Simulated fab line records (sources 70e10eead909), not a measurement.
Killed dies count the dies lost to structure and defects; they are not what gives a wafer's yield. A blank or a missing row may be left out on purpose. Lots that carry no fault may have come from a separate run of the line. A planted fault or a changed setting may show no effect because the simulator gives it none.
fab line records	flow nand_harc
record lots=6	wafers=18	last_day=33
route steps=1302 shown A_M1@1183 END@1302
lots with no fault: from the same line, run without faults
start_h: start of the lot's first displayed wafer, in hours after the record's first day	wait_h: hours from the lot's prior step to this one	" repeats the value in the row above	L1.1+2: a row that stands for several wafers	- value missing, or start not given	* or withheld: withheld	< > ~ a bound
route shown NAME@n: names a module that has steps shown in the file, with the first one's number in the route	usual: average and standard deviation across the fault-free wafers	same: alike in all rows	chamber/n: place in a boat	sites: per-site readings	_std_site: standard deviation of those values	_edge_site: inner sites' mean taken away from outer sites' mean	radius_mm: how far each site lies from the wafer's centre	mask NAME#n: copy n	behind: the most recent tool/chamber to have shaped the wafer	hold: cause of the lot's hold/its duration in hours/its outcome	device: transistor that didn't switch, given as n, p or np	end of line: tests of these same wafers at the route's end	step lacking rows: just its recipe	killed: count of dies lost to structure and defects at first sort (not the wafer's yield)	map: dies across one wafer; x = killed, . = not, _ = none there
set.NAME: the setting the step ran with; set.NAME@STEP: the setting that earlier step ran with	model.NAME: the simulator's own value behind a step, which no gauge read
lots at selected steps of the route; one table per step, one row per wafer
services: when a tool's chamber went out of use (start_h, in hours from the record's first day, below 0 if earlier), for how many hours, and the reason
## steps
# step NHARC_A_M1_ETCH_35
# recipe target_depth_a=400	overetch_a=120	time_s=43.94	ion_energy_ev=200	n2_flow_sccm=150	h2_flow_sccm=150	ar_flow_sccm=0	rf_w=400	bias_w=150	chemistry=N2/H2
# step NHARC_A_M1_ETCH_15
# recipe target_depth_a=1825	time_s=91.2	c4f8_flow_sccm=withheld	ar_flow_sccm=400	rf_w=600	bias_w=300	chemistry=C4F8/Ar
# step NHARC_A_M1_CD_MEAS_16
# usual cd_nm=120.4/1
lot.wafer	tool	chamber	start_h	wait_h	cd_nm
L259.2	cd_sem-02	-	549.01	-	120.8
L259.3	"	-	"	"	120.5
L259.6	"	-	"	"	120.6
L258.2	cd_sem-03	-	553.93	-	121.0
L258.3	"	-	"	"	118.6
L258.4	"	-	"	"	118.9
L264.2	cd_sem-02	-	605.23	-	121.7
L264.4	"	-	"	"	120.4
L264.5	"	-	"	"	119.0
L272.2	cd_sem-01	-	683.03	-	120.6
L272.3	"	-	"	"	118.8
L272.6	"	-	"	"	118.8
L273.2	cd_sem-02	-	700.46	-	120.6
L273.5	"	-	"	"	119.4
L273.6	"	-	"	"	121.3
L279.4	cd_sem-02	-	738.48	-	121.5
L279.5	"	-	"	"	119.8
L279.6	"	-	"	"	119.6
# step NHARC_A_M1_STRIP_18
# recipe power_w=1000	n2_flow_sccm=150	h2_flow_sccm=150	ar_flow_sccm=0	bias_w=0	chemistry=N2/H2
# usual drypump_motor_current_A=6.0/0.3	n2_flow_sccm=150.0/0.49	oes_product_au=1.003/0.014	rf_vpp_V=90.7/1	showerhead_plenum_p_Torr=2.03/0.093	throttle_valve_pct=14.171/0.0093
lot.wafer	tool	chamber	start_h	wait_h	drypump_motor_current_A	n2_flow_sccm	oes_product_au	rf_hours_counter_h	rf_vpp_V	showerhead_plenum_p_Torr	throttle_valve_pct
L259.3	rie_diel-12	1	549.10	0.1	5.8	150.1	0.986	2	92.7	2.17	14.165
L259.2	"	3	"	"	5.6	150.0	1.005	2	91.7	2.07	14.171
L259.6	"	0	"	"	6.0	150.2	0.996	-	91.0	1.98	14.182
L258.4	rie_diel-10	2	554.00	0.1	6.0	149.7	1.016	9	89.9	1.89	14.174
L258.3	"	3	"	"	6.1	150.3	1.001	7	89.9	1.89	14.166
L258.2	"	1	"	"	6.5	149.8	0.998	9	88.7	1.89	14.170
L264.2	rie_diel-05	0	605.37	0.1	6.0	150.1	1.013	1	91.7	2.09	14.173
L264.4	"	3	"	"	6.4	149.2	1.019	-	89.9	2.07	14.183
L264.5	"	0	"	"	6.0	150.3	1.007	-	90.1	2.09	14.163
L272.2	rie_diel-12	1	683.13	0.1	5.9	149.7	0.998	1	89.3	2.17	14.161
L272.3	"	3	"	"	5.6	150.0	1.004	1	90.9	2.07	14.152
L272.6	"	1	"	"	5.8	149.9	1.006	-	92.7	2.17	14.162
L273.2	rie_diel-12	0	700.53	0.1	5.9	150.1	0.986	1	89.1	1.98	14.171
L273.5	"	0	"	"	5.9	150.4	0.987	-	90.2	1.98	14.159
L273.6	"	1	"	"	5.8	149.3	1.012	-	92.1	2.17	14.170
L279.4	rie_diel-10	2	738.60	0.1	6.0	150.4	1.008	9	89.1	1.89	14.164
L279.5	"	0	"	"	5.9	150.9	1.020	-	91.1	1.99	14.182
L279.6	"	1	"	"	6.5	149.3	0.996	-	90.0	1.88	14.171
# step NHARC_A_M1_ETCH_28
# recipe target_depth_a=300	over_etch_frac=0.3	time_s=72.99	ion_energy_ev=150	cf4_flow_sccm=50	n2_flow_sccm=100	ar_flow_sccm=150	rf_w=300	bias_w=100	chemistry=CF4/N2
# usual drypump_motor_current_A=6.0/0.3	n2_flow_sccm=100.00/0.29	oes_product_au=1.005/0.013	rf_vpp_V=314.1/2	showerhead_plenum_p_Torr=2.62/0.11	throttle_valve_pct=19.794/0.0095
lot.wafer	tool	chamber	start_h	wait_h	drypump_motor_current_A	n2_flow_sccm	oes_product_au	rf_hours_counter_h	rf_vpp_V	showerhead_plenum_p_Torr	throttle_valve_pct
L259.2	rie_diel-12	2	-	-	5.9	99.74	1.006	2	315.9	2.74	19.801
L259.3	"	0	"	"	6.0	100.11	0.997	2	314.0	2.56	19.802
L259.6	"	2	"	"	5.9	99.75	1.010	-	315.9	2.74	19.788
L258.4	rie_diel-10	3	-	-	6.1	100.16	0.989	7	310.8	2.45	19.809
L258.2	"	0	"	"	5.9	100.23	1.011	8	312.1	2.58	19.814
L258.3	"	1	"	"	6.5	99.90	0.994	9	310.5	2.44	19.790
L264.2	rie_diel-05	1	-	-	5.9	99.58	1.017	1	315.1	2.74	19.803
L264.4	"	0	"	"	6.0	100.31	1.009	-	315.8	2.68	19.791
L264.5	"	1	"	"	5.9	99.81	1.006	-	317.9	2.74	19.806
L272.2	rie_diel-12	0	-	-	6.0	99.73	0.976	1	312.8	2.56	19.799
L272.3	"	1	"	"	5.8	99.98	1.006	1	317.2	2.78	19.799
L272.6	"	0	"	"	6.0	99.73	0.983	-	315.3	2.56	19.787
L273.2	rie_diel-12	2	-	-	5.9	99.80	1.015	1	315.5	2.74	19.786
L273.6	"	1	"	"	5.8	99.60	1.003	-	317.1	2.78	19.798
L273.5	"	2	"	"	5.9	100.44	1.013	-	315.7	2.74	19.794
L279.4	rie_diel-10	1	-	-	6.5	99.90	0.997	10	310.6	2.44	19.803
L279.5	"	3	"	"	6.0	100.12	1.002	-	312.3	2.45	19.811
L279.6	"	0	"	"	5.9	100.68	1.024	-	314.4	2.57	19.798
# step NHARC_A_M1_STRIP_19
# recipe time_s=600	temp_c=30	chemistry=post_etch_residue_remover
# step NHARC_A_M1_DEGAS_29
# recipe temp_c=250	time_s=60
# usual heater_power_w=330/23
lot.wafer	tool	chamber	start_h	wait_h	heater_power_w
L259.2	pvd_sputter-01	-	549.74	-	310
L259.3	"	-	"	"	345
L259.6	"	-	"	"	346
L258.3	pvd_sputter-01	-	554.64	-	309
L258.2	"	-	"	"	346
L258.4	"	-	"	"	352
L264.4	pvd_sputter-02	-	606.01	-	351
L264.2	"	-	"	"	338
L264.5	"	-	"	"	351
L272.3	pvd_sputter-02	-	683.75	-	317
L272.2	"	-	"	"	356
L272.6	"	-	"	"	317
L273.2	pvd_sputter-01	-	701.18	-	369
L273.5	"	-	"	"	360
L273.6	"	-	"	"	313
L279.4	pvd_sputter-02	-	739.20	-	307
L279.5	"	-	"	"	316
L279.6	"	-	"	"	313
# step NHARC_A_M1_PRE_CLEAN_30
# recipe time_s=30	temp_c=280	gas=H2/He
# step NHARC_A_M1_PVD_20
# recipe target_thk_a=50	bias_v=168.6	power_w=15000	chamber_pressure_pa=0.12	time_s=8.06	substrate_temp_c=50	material=TaN
# step NHARC_A_M1_PVD_21
# recipe target_thk_a=300	chamber_pressure_pa=5	power_w=5000	substrate_temp_c=30	time_s=20.49	material=Cu
# step NHARC_A_M1_ECD_22
# recipe target_thk_a=4000	bath_temp_c=25	material=Cu
# step NHARC_A_M1_ANNEAL_31
# recipe temp_c=225	time_s=90
# usual wafer_temp_C_max=225.83/0.24
lot.wafer	tool	chamber	start_h	wait_h	wafer_temp_C_max
L259.2	rtp_anneal-01	0	550.56	0.4	225.87
L259.3	"	0	"	"	226.01
L259.6	"	0	"	"	225.89
L258.2	rtp_anneal-01	0	555.43	0.3	225.84
L258.3	"	0	"	"	225.86
L258.4	"	0	"	"	225.77
L264.2	rtp_anneal-01	0	606.80	0.3	225.98
L264.4	"	0	"	"	225.95
L264.5	"	0	"	"	226.12
L272.2	rtp_anneal-02	0	684.53	0.3	225.29
L272.3	"	0	"	"	225.79
L272.6	"	0	"	"	225.83
L273.2	rtp_anneal-01	0	701.95	-	225.93
L273.5	"	0	"	"	225.98
L273.6	"	0	"	"	225.75
L279.4	rtp_anneal-01	0	740.22	0.4	225.90
L279.5	"	0	"	"	226.02
L279.6	"	0	"	"	226.50
# step NHARC_A_M1_CMP_23
# recipe t_overpolish_s=20	target_thk_nm=154.34
# usual motor_current_A=11.8/1.2	pad_life_wafers=235/120	time_to_endpoint_s=28/3.2
lot.wafer	tool	chamber	start_h	wait_h	motor_current_A	pad_life_wafers	time_to_endpoint_s
L259.3	cmp-03	0	550.85	-	11.1	366	22
L259.2	"	1	"	"	10.7	367	23
L259.6	"	1	"	"	10.1	-	25
L258.4	cmp-04	2	555.73	-	10.1	204	33
L258.2	"	3	"	"	11.3	205	29
L258.3	"	0	"	"	11.4	206	30
L264.4	cmp-01	1	607.12	-	12.2	103	24
L264.2	"	2	"	"	15.1	104	26
L264.5	"	0	"	"	12.7	-	24
L272.3	cmp-01	0	684.85	-	12.2	13	31
L272.2	"	2	"	"	14.8	15	32
L272.6	"	3	"	"	11.4	-	33
L273.2	cmp-01	1	702.33	-	12.4	69	25
L273.5	"	2	"	"	14.2	-	30
L273.6	"	3	"	"	11.7	-	32
L279.4	cmp-03	0	740.49	-	11.4	381	23
L279.5	"	1	"	"	10.2	-	27
L279.6	"	2	"	"	11.1	-	29
# step NHARC_A_M1_THK_MEAS_24
# recipe thk_meas_gauge=xrf
# usual thk_nm=153.9/1.7
lot.wafer	tool	chamber	start_h	wait_h	thk_nm
L259.2	film_metro-01	-	551.16	-	153.9
L259.3	"	-	"	"	153.3
L259.6	"	-	"	"	153.1
L258.2	film_metro-02	-	556.04	-	154.3
L258.3	"	-	"	"	154.1
L258.4	"	-	"	"	154.0
L264.2	film_metro-02	-	607.41	-	154.2
L264.4	"	-	"	"	150.0
L264.5	"	-	"	"	153.8
L272.2	film_metro-02	-	685.13	-	153.1
L272.3	"	-	"	"	154.1
L272.6	"	-	"	"	153.7
L273.2	film_metro-01	-	702.56	-	152.0
L273.5	"	-	"	"	155.7
L273.6	"	-	"	"	155.0
L279.4	film_metro-01	-	740.73	-	152.0
L279.5	"	-	"	"	154.0
L279.6	"	-	"	"	153.6
# step NHARC_A_M1_SRD_25
# step NHARC_A_M1_INSPECT_27
# usual raw_defect_count=518/120
lot.wafer	tool	chamber	start_h	wait_h	raw_defect_count
L259.2	defect_inspect-01	-	551.32	0.0	313
L259.3	"	-	"	"	415
L259.6	"	-	"	"	408
L258.2	defect_inspect-01	-	556.20	0.0	470
L258.3	"	-	"	"	381
L258.4	"	-	"	"	388
L264.2	defect_inspect-02	-	607.57	0.0	496
L264.4	"	-	"	"	553
L264.5	"	-	"	"	466
L272.2	defect_inspect-01	-	685.29	0.0	1791
L272.3	"	-	"	"	1796
L272.6	"	-	"	"	1949
L273.2	defect_inspect-02	-	702.71	0.0	1910
L273.5	"	-	"	"	2033
L273.6	"	-	"	"	2043
L279.4	defect_inspect-01	-	740.88	0.0	458
L279.5	"	-	"	"	494
L279.6	"	-	"	"	529
# step NHARC_A_M1_PRE_CLEAN_32
# recipe time_s=12	temp_c=370	rf_power_w=300	gas=NH3
# usual heater_power_w=642/82
lot.wafer	tool	chamber	start_h	wait_h	heater_power_w
L259.2	pecvd-02	0	551.96	0.6	538
L259.3	"	2	"	"	619
L259.6	"	2	"	"	617
L258.2	pecvd-01	2	556.28	0.1	590
L258.3	"	0	"	"	583
L258.4	"	2	"	"	606
L264.2	pecvd-03	0	607.63	0.1	531
L264.4	"	0	"	"	549
L264.5	"	2	"	"	655
L272.3	pecvd-03	1	685.73	0.4	759
L272.2	"	2	"	"	679
L272.6	"	1	"	"	747
L273.2	pecvd-03	1	702.80	0.1	682
L273.6	"	2	"	"	740
L273.5	"	1	"	"	682
L279.4	pecvd-01	0	740.99	0.1	642
L279.6	"	1	"	"	731
L279.5	"	2	"	"	645
# step NHARC_END_SORT_01
# recipe temp_c=25
# usual defect_limited_yield=92.4/2.2	killed_at_array=46/15	killed_at_other=1.0/1.3	killed_at_periphery=4/3	killed_dies=51/15	killed_open=3.2/1.8	killed_short=2.5/1.5	sort_bin_2_pct=2.7/1.1	sort_bin_3_pct=0.6/0.34	sort_bin_4_pct=4.3/1.3	sort_n_pass=626/15	sort_rim_yield_pct=89/4.4	sort_yield_pct=92.4/2.2
# same gross_dies=677	sort_bin_5_pct[%]=0	sort_bin_6_pct[%]=0	sort_bin_7_pct[%]=0	sort_bin_8_pct[%]=0	sort_rim_n_gross=106.00
lot.wafer	tool	chamber	start_h	wait_h	defect_limited_yield[%]	killed_at_array	killed_at_other	killed_at_periphery	killed_dies	killed_open	killed_short	sort_bin_2_pct[%]	sort_bin_3_pct[%]	sort_bin_4_pct[%]	sort_n_pass	sort_rim_yield_pct[%]	sort_yield_pct[%]
L259.2	prober-01	0	609.55	2.8	90.7	53	0	10	63	5	2	3.5	0.9	4.9	614	92	90.7
L259.3	prober-01	0	610.34	3.1	90.1	60	1	6	67	4	2	4.7	0.6	4.6	610	92	90.1
L259.6	prober-01	0	612.72	4.0	92.2	47	0	6	53	0	2	2.5	0.7	4.6	624	96	92.2
L258.2	prober-01	0	617.31	2.8	92.5	44	0	7	51	2	4	3.5	0.7	3.2	626	80	92.5
L258.3	prober-01	0	618.11	3.1	92.8	41	0	8	49	2	1	3.2	0.1	3.8	628	85	92.8
L258.4	prober-01	0	618.91	3.4	90.0	67	0	1	68	1	3	3.1	1.2	5.8	609	93	90.0
L264.2	prober-01	0	639.12	2.8	94.2	37	0	2	39	2	2	2.2	0	3.5	638	88	94.2
L264.4	prober-01	0	640.74	3.4	91.7	55	0	1	56	5	3	2.5	0.7	5.0	621	93	91.7
L264.5	prober-01	0	641.55	3.7	90.8	58	1	3	62	4	1	2.1	0.7	6.4	615	97	90.8
L272.2	prober-02	0	719.61	2.8	12.9	588	1	1	590	2	2	40.9	7.4	38.8	87	19	12.9
L272.3	prober-02	0	720.41	3.1	12.0	593	0	3	596	3	3	38.1	8.1	41.8	81	10	12.0
L272.6	prober-02	0	722.80	4.0	13.4	579	0	7	586	2	2	44.3	9.7	32.5	91	15	13.4
L273.2	prober-01	0	740.62	2.8	12.4	593	0	0	593	0	2	39.9	11.5	36.2	84	9	12.4
L273.5	prober-01	0	743.01	3.7	10.2	604	1	3	608	4	1	41.4	8.9	39.6	69	8	10.2
L273.6	prober-01	0	743.80	4.0	12.1	591	0	4	595	3	4	42.7	11.5	33.7	82	12	12.1
L279.4	prober-02	0	788.42	3.4	92.3	49	0	3	52	3	3	1.5	0.4	5.8	625	91	92.3
L279.5	prober-02	0	789.23	3.7	94.5	33	0	4	37	3	0	2.4	0.7	2.4	640	88	94.5
L279.6	prober-02	0	790.04	4.0	93.5	41	0	3	44	1	3	2.5	0.3	3.7	633	89	93.5
# killed by level:class
L259.2 A_CHANNEL_HOLE_D1:chamber_film_flake=34 A_CHANNEL_HOLE_D2:chamber_film_flake=7 P_M1:chamber_film_flake=5 A_CONTACT:chamber_film_flake=5 A_DECK1_JOINT:geometric_particle:short=2 P_STI:chamber_film_flake=2 P_GATE:chamber_film_flake=2 P_M2:geometric_particle:open=1
L259.3 A_CHANNEL_HOLE_D1:chamber_film_flake=32 A_CHANNEL_HOLE_D2:chamber_film_flake=12 A_STAIRCASE:chamber_film_flake=5 P_M1:chamber_film_flake=4 A_WL_FILL:chamber_film_flake=3 P_GATE:geometric_particle:open=2 A_CHANNEL_FILL_D1:geometric_particle:open=1 A_CHANNEL_FILL_D1:geometric_particle:short=1
L259.6 A_CHANNEL_HOLE_D1:chamber_film_flake=36 A_CHANNEL_HOLE_D2:chamber_film_flake=8 P_M1:chamber_film_flake=3 P_GATE:chamber_film_flake=2 A_CONTACT:chamber_film_flake=2 P_CONTACT:geometric_particle:short=1 A_WL_FILL:geometric_particle:short=1
L258.2 A_CHANNEL_HOLE_D2:chamber_film_flake=16 A_SLIT:chamber_film_flake=14 A_STAIRCASE:chamber_film_flake=4 A_CONTACT:chamber_film_flake=4 P_M1:chamber_film_flake=3 P_GATE:chamber_film_flake=3 P_M1:geometric_particle:short=1 A_DECK1_JOINT:geometric_particle:short=1
L258.3 A_SLIT:chamber_film_flake=18 A_CHANNEL_HOLE_D2:chamber_film_flake=12 A_CONTACT:chamber_film_flake=5 P_GATE:chamber_film_flake=4 A_CHANNEL_HOLE_D1:chamber_film_flake=3 P_M1:chamber_film_flake=2 A_STAIRCASE:chamber_film_flake=2 P_CONTACT:geometric_particle:open=1
L258.4 A_CHANNEL_HOLE_D2:chamber_film_flake=35 A_SLIT:chamber_film_flake=21 A_CONTACT:chamber_film_flake=7 A_ONON_D1:geometric_particle:short=1 A_CHANNEL_FILL_D1:geometric_particle:short=1 A_DECK1_JOINT:geometric_particle:short=1 A_BLC:geometric_particle:open=1 P_GATE:chamber_film_flake=1
L264.2 A_CHANNEL_HOLE_D2:chamber_film_flake=13 A_CHANNEL_HOLE_D1:chamber_film_flake=5 A_CHANNEL_FILL_D1:chamber_film_flake=3 A_SGD_CUT:chamber_film_flake=3 A_CONTACT:chamber_film_flake=3 P_ZERO_WELL:chamber_film_flake=2 A_DECK1_JOINT:chamber_film_flake=2 A_ONON_D1:geometric_particle:short=1
L264.4 A_CHANNEL_HOLE_D2:chamber_film_flake=34 A_CONTACT:chamber_film_flake=5 A_CHANNEL_FILL_D1:geometric_particle:short=2 A_CHANNEL_HOLE_D1:chamber_film_flake=2 A_CHANNEL_FILL_D1:chamber_film_flake=2 A_SGD_CUT:chamber_film_flake=2 P_M0:geometric_particle:open=1 A_CHANNEL_HOLE_D2:geometric_particle:open=1
L264.5 A_CHANNEL_HOLE_D2:chamber_film_flake=41 A_SGD_CUT:chamber_film_flake=4 A_ZERO_WELL:chamber_film_flake=3 A_CHANNEL_HOLE_D1:chamber_film_flake=3 P_M1:geometric_particle:open=2 P_M2:geometric_particle:short=1 A_DECK1_JOINT:geometric_particle:open=1 A_ONON_D2:geometric_particle:open=1
L272.2 A_M1:unspecified=573 A_CHANNEL_HOLE_D1:chamber_film_flake=5 A_WL_FILL:chamber_film_flake=5 A_CONTACT:chamber_film_flake=2 A_ONON_D1:geometric_particle:short=1 A_CHANNEL_FILL_D1:geometric_particle:open=1 A_CONTACT:geometric_particle:open=1 THIN_TSV:geometric_particle:short=1
L272.3 A_M1:unspecified=581 A_CHANNEL_HOLE_D1:chamber_film_flake=4 A_CONTACT:chamber_film_flake=2 P_M1:geometric_particle:open=1 A_CHANNEL_FILL_D1:geometric_particle:short=1 A_ONON_D2:geometric_particle:open=1 A_CHANNEL_FILL_D2:geometric_particle:short=1 A_WL_FILL:geometric_particle:short=1
L272.6 A_M1:unspecified=562 A_WL_FILL:chamber_film_flake=3 A_CHANNEL_HOLE_D1:chamber_film_flake=3 P_CONTACT:chamber_film_flake=2 P_M2:chamber_film_flake=2 A_STAIRCASE:chamber_film_flake=2 A_SLIT:chamber_film_flake=2 A_CONTACT:chamber_film_flake=2
L273.2 A_M1:unspecified=555 A_CHANNEL_HOLE_D1:chamber_film_flake=12 A_SLIT:chamber_film_flake=9 A_CHANNEL_HOLE_D2:chamber_film_flake=5 A_STAIRCASE:chamber_film_flake=4 A_CONTACT:chamber_film_flake=4 A_CHANNEL_FILL_D1:geometric_particle:short=1 A_CHANNEL_FILL_D2:geometric_particle:short=1
L273.5 A_M1:unspecified=556 A_CHANNEL_HOLE_D1:chamber_film_flake=17 A_SLIT:chamber_film_flake=10 A_CHANNEL_HOLE_D2:chamber_film_flake=7 A_CONTACT:chamber_film_flake=6 A_STAIRCASE:chamber_film_flake=3 P_M0:geometric_particle:open=1 A_ONON_D2:geometric_particle:open=1
L273.6 A_M1:unspecified=558 A_CHANNEL_HOLE_D1:chamber_film_flake=11 A_SLIT:chamber_film_flake=9 A_CHANNEL_HOLE_D2:chamber_film_flake=6 A_CONTACT:chamber_film_flake=3 P_GATE:geometric_particle:short=1 P_CONTACT:geometric_particle:open=1 P_M0:geometric_particle:short=1
L279.4 A_CHANNEL_HOLE_D2:chamber_film_flake=22 A_CONTACT:chamber_film_flake=11 A_SLIT:chamber_film_flake=5 A_WL_FILL:geometric_particle:short=3 A_WL_FILL:chamber_film_flake=2 A_M0:chamber_film_flake=2 P_GATE:geometric_particle:open=1 P_M2:geometric_particle:open=1
L279.5 A_CHANNEL_HOLE_D2:chamber_film_flake=21 A_SLIT:chamber_film_flake=4 A_SGD_CUT:chamber_film_flake=2 A_WL_FILL:chamber_film_flake=2 P_CONTACT:geometric_particle:open=1 A_CHANNEL_FILL_D1:geometric_particle:open=1 A_M0:geometric_particle:open=1 P_ZERO_WELL:chamber_film_flake=1
L279.6 A_CHANNEL_HOLE_D2:chamber_film_flake=22 A_SLIT:chamber_film_flake=5 P_ZERO_WELL:chamber_film_flake=2 A_SGD_CUT:chamber_film_flake=2 A_WL_FILL:chamber_film_flake=2 A_BLC:chamber_film_flake=2 A_M0:chamber_film_flake=2 P_M0:geometric_particle:open=1
# map L272.3 (x killed, . not)
____________x____________
_________xxxxxxx_________
_______xx.xx.xxxxx_______
______.xxxxxxxxxxxx______
_____.xx.xxxx.xxxxxx_____
____xxx.xxxxxxxxxxx.x____
____xxxx.xxxxxxxxxxxx____
___x.xxxxx..xxxxxxxxxx___
___x.xx.xxxxxxxxxxxxxx___
__xxxxxxxxxxxxxxxx.xxxx__
__xxxxxx.xx.xxxxxxxx.xx__
_.xx.xxxxxxxxx.xxxxxxx.x_
_xxxx..x.xx.xxxxxxxxxx.x_
_x.x.xxx.xxxxxxxxxxxxx.x_
_xxxxxxxxxxx.xxxxxx.xxxx_
_xxxxxxxxx.x.xxxxxxxxxxx_
x.x.xxxxxxxxxx..xxxxxxxx.
xx.xxxxxxxxxxxxxxxxxxxxxx
xxxxx.xxxxxxxxxxx.xxxxxxx
xx.xxx.xxxxxxxxxxxxxxxxxx
xxx.xxxxx.xx.xxxx.xxxxxxx
_xxxxxxxxxx.xxxxxxxx.xxx_
_x.xx.xxxxxxxxxxx.xxxxxx_
_xxx..x.xxxxx.xxxxxxxxxx_
_x.xxxxxxxxxx.xxxxxxxx.x_
_xxx.xxxxxxxxxxxxxxxxxxx_
__xxxxxxxxxxx.xxxxxx.xx__
__xxxxxxxxxxxxxx.xxxxxx__
___xxxxxxxxxxxxxx.xxxx___
___.xxxxxxxxxxxx.x.xxx___
____xxx..x.xxxxx.xx.x____
____xxxxxxxxxxxxxxxxx____
_____xxxxxxxxxxxx.xx_____
______xxxxxx..xxx.x______
_______xxx.xxxxx.x_______
_________xxxxxx._________
____________x____________
# map L273.5 (x killed, . not)
____________.____________
_________xxxxxxx_________
_______x.xxxx.xxxx_______
______xxxxxxxxx..x.______
_____xxxxxx.xx..xxxx_____
____xxxxxxx..xxx.xxxx____
____xxxxxxxxxxxxxxxxx____
___..xxxxxxxxxxxxxxxxx___
___xxxxx.xxxxx.xxxxxxx___
__x.xxxxxxxxxxxxx..xxxx__
__xxxxxx.xxxxxxxxxxxxxx__
_x.xxx.x.xxxx.xxxxxxxxxx_
_xxx.xxxxxxxxxxx.xxxxxxx_
_xxxxxxx.xxxxxxxxxxxxxxx_
_.xxx.xx.xxxx.xxxxxxx.x._
_x.xxxxxx.x.xxxx.xxxxxxx_
xxxxxxxxxxxx.xxxxxxxxxxxx
xxxxxxxxxxxx.xxxxxxxxxxxx
xxxxxxxxxxxxxx.xxxxxxxxxx
xxxxxxx.x.x.xxxxxxxxxxxxx
xxxxxxxxxxxxxxxxxxxxxxxxx
_xxx.xxxx.xxxx..xxxxxxxx_
_xxxxxxxxxxxxxxxx.xxxxxx_
_xxxxxxxxxxxxxxx.xxxxxxx_
_xxx.xxxxx.xxxxxxxxxxx.x_
_xx.xxxxxxxxxxxxxxxxxxxx_
__xxxxxxxxxxxxxxx.x.xxx__
__xxxxxxxxxxxxxx.xxxx.x__
___xxx.xxxxxxxxxxxxxxx___
___.xxxx.xx.xxxxxxxxxx___
____x.xxxxxxxxxxxx.xx____
____xxxxx.xxxx.xxxxxx____
_____xxxxxxxxxxxxxxx_____
______xx.xxxxxx.xxx______
_______xx.xxxx.xxx_______
_________xxxxxxx_________
____________x____________
## services
tool	chamber	start_h	hours	kind
rie_diel-05	0	531.67	2.4	repair
rie_diel-05	3	540.56	3.4	repair
pecvd-01	0	541.97	8.2	repair
rie_diel-05	1	543.27	3.3	repair
pecvd-03	-	547.00	13.0	pm
cmp-03	-	552.90	2.2	repair
rie_diel-05	3	557.10	8.5	repair
rie_diel-12	-	566.12	0.2	repair
pvd_sputter-01	-	573.23	5.5	repair
cmp-01	-	577.52	4.0	pm
pvd_sputter-01	-	582.00	10.0	pm
rie_diel-05	-	583.93	9.0	pm
cmp-01	-	593.63	1.6	repair
rie_diel-10	-	596.50	9.0	pm
rie_diel-12	-	622.49	9.0	pm
pvd_sputter-02	-	642.92	10.0	pm
pecvd-03	-	666.21	1.0	repair
cmp-01	-	675.52	4.0	pm
pecvd-03	0	689.06	15.0	repair
rie_diel-12	-	716.85	0.3	repair
cmp-01	-	719.46	2.3	repair
cmp-01	-	723.82	0.3	repair
pecvd-03	-	728.11	13.0	pm
rie_diel-10	2	740.61	12.1	repair
## key
first_sign step=NHARC_A_M1_INSPECT_27	reading=raw_defect_count	direction=up	sigmas=11	usual=518	struck=1920
effect step=NHARC_END_SORT_01	reading=defect_limited_yield	direction=down	sigmas=37	usual=92.4	struck=12.2
more_kills_born_at NHARC_A_M1_CMP_23@cmp-01=3385
met_at NHARC_A_M1_CMP_23
struck_wafers L272.2,L272.3,L272.6,L273.2,L273.5,L273.6
onset_between 607.12 684.85
also_fits NHARC_A_M1_STRIP_18:rie_diel-12,NHARC_A_M1_ETCH_28:rie_diel-12
fault kind=chamber_particle_source	tool=cmp-01	chamber=-	onset_h=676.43	steps=NHARC_A_M1_CMP_23	rate_per_visit_cm2=2.1233	end_h=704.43
